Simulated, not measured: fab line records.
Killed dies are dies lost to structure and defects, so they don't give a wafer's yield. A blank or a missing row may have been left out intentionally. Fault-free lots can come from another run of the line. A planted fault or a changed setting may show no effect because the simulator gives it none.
One fault through the eyes of 2 desks | flow n5 finfet | what lay behind the numbers comes last; until then each desk has only its own

== FROM THE METROLOGY DESK ==
What the gauges read for every lot (on any tool): the sampled wafers with a number, averaged. A lot is out of limits, marked OUT, if its mean lies more than 4 standard deviations from the usual mean; the brackets give that distance. Readings shown: 7 of its 10, picked as those furthest out on some lot.
Columns: A = IOFF_N at N5_BEOL_M4_RC_MEAS_101, usual 0.164 nA/um; B = ION_N at N5_BEOL_M4_RC_MEAS_101, usual 673 uA/um; C = ION_P at N5_BEOL_M4_RC_MEAS_101, usual 461 uA/um; D = SS_N at N5_BEOL_M4_RC_MEAS_101, usual 71.6 mV/dec; E = SS_P at N5_BEOL_M4_RC_MEAS_101, usual 73.3 mV/dec; F = VT_N at N5_BEOL_M4_RC_MEAS_101, usual 249.4 mV; G = VT_P at N5_BEOL_M4_RC_MEAS_101, usual -250.0 mV
lot  | first seen here | A     | B   | C   | D    | E    | F     | G
L110 | day 7 14:05     | 0.157 | 661 | 453 | 71.7 | 73.6 | 249.7 | -252.7
L112 | day 9 02:45     | 0.142 | 666 | 455 | 71.4 | 72.9 | 250.5 | -254.1
L116 | day 9 11:40     | 0.130 | 666 | 463 | 70.9 | 72.6 | 253.3 | -249.3
L120 | day 10 14:32    | 0.165 | 678 | 464 | 71.5 | 73.5 | 248.4 | -250.2
L119 | day 10 16:14    | 0.166 | 681 | 467 | 71.7 | 73.4 | 248.1 | -249.2
L122 | day 11 07:54    | 0.158 | 666 | 453 | 71.6 | 73.3 | 250.0 | -251.0
L129 | day 12 22:29    | 0.168 | 683 | 462 | 71.5 | 73.5 | 249.1 | -250.9
L131 | day 13 12:11    | 0.179 | 673 | 462 | 71.5 | 73.6 | 246.4 | -248.6
This desk found nothing out of limits on any of the 8 lots.

== AT THE TOOL OWNER'S DESK: pecvd-01 ==
The tool's own readings at N5_FIN_SAQP_PECVD_48 (deposits SiNx from SiH4/NH3/N2, target thk 25 nm, time 22.1 s): means of the sampled wafers that have a number, for each lot that ran on this tool. A lot is out of limits, marked OUT, if its mean lies more than 4 standard deviations from the usual mean; the brackets give that distance.
Columns: A = heater power w at N5_FIN_SAQP_PECVD_48, usual 669 W; B = rf fwd power W at N5_FIN_SAQP_PECVD_48, usual 297.0 W; C = showerhead plenum p Torr at N5_FIN_SAQP_PECVD_48, usual 5.14 Torr; D = throttle valve pct at N5_FIN_SAQP_PECVD_48, usual 40.3 %
lot  | first seen here | A   | B     | C    | D
L119 | day 4 04:38     | 553 | 298.2 | 5.15 | 40.0
L122 | day 4 21:54     | 640 | 297.9 | 5.15 | 40.1
L129 | day 6 19:20     | 620 | 297.2 | 5.17 | 39.7
L131 | day 7 03:31     | 600 | 297.4 | 5.18 | 39.5
This desk found nothing out of limits on any of the 4 lots.

== BROUGHT TOGETHER ==
At the metrology desk, nothing out of limits was observed.
Nothing out of limits was seen by the tool owner's desk.

== WHAT THE SIMULATOR PUT IN ==
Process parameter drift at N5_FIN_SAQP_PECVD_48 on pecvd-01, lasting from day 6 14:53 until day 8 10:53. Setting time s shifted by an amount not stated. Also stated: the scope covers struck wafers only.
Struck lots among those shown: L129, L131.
